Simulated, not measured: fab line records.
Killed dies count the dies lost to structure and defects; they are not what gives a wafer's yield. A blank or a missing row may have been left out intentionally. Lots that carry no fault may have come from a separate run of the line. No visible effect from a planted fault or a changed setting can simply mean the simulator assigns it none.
Chamber matching ; flow n5Finfet ; rieDiel-06 running N5_SD_EPI_P_DESCUM_14: 4 sister chambers
The step chemistry O2, time 7.9 s. 4 wafers are shown with their chamber, then 8 later ones without.

WAFERS, EACH WITH ITS CHAMBER
wafer;chamber;showerheadPlenumPTorr (Torr)
L082.1;1;2.06
L086.2;0;2.14
L086.6;2;2.09
L088.2;3;2.24

WAFERS WITH NO CHAMBER GIVEN
wafer;showerheadPlenumPTorr (Torr)
L088.5;2.09
L088.6;2.14
L089.1;2.24
L089.4;2.14
L089.6;2.14
L095.1;2.23
L095.2;2.09
L095.5;2.23

THE CHAMBER EACH PASSED THROUGH
wafer;from the rows above;in truth
L088.5;2;2
L088.6;0;0
L089.1;3;3
L089.4;0;0
L089.6;0;0
L095.1;3;3
L095.2;2;2
L095.5;3;3
8 of 8 placed correctly. From these rows, 0 cannot be placed. Wrongly placed: 0.
How it was worked out, from the rows above alone: a wafer's distance from a chamber is the root of the sum, over the readings, of the square of ((its reading less the chamber's mean) divided by the reading's scatter). The wafer belongs to the nearest chamber; if the next one is less than 2 further off, it can't be placed. Each chamber's mean is taken over the wafers shown for it. The scatter: root of mean squared gap, hidden wafer to nearest shown wafer, with one shown wafer a chamber.
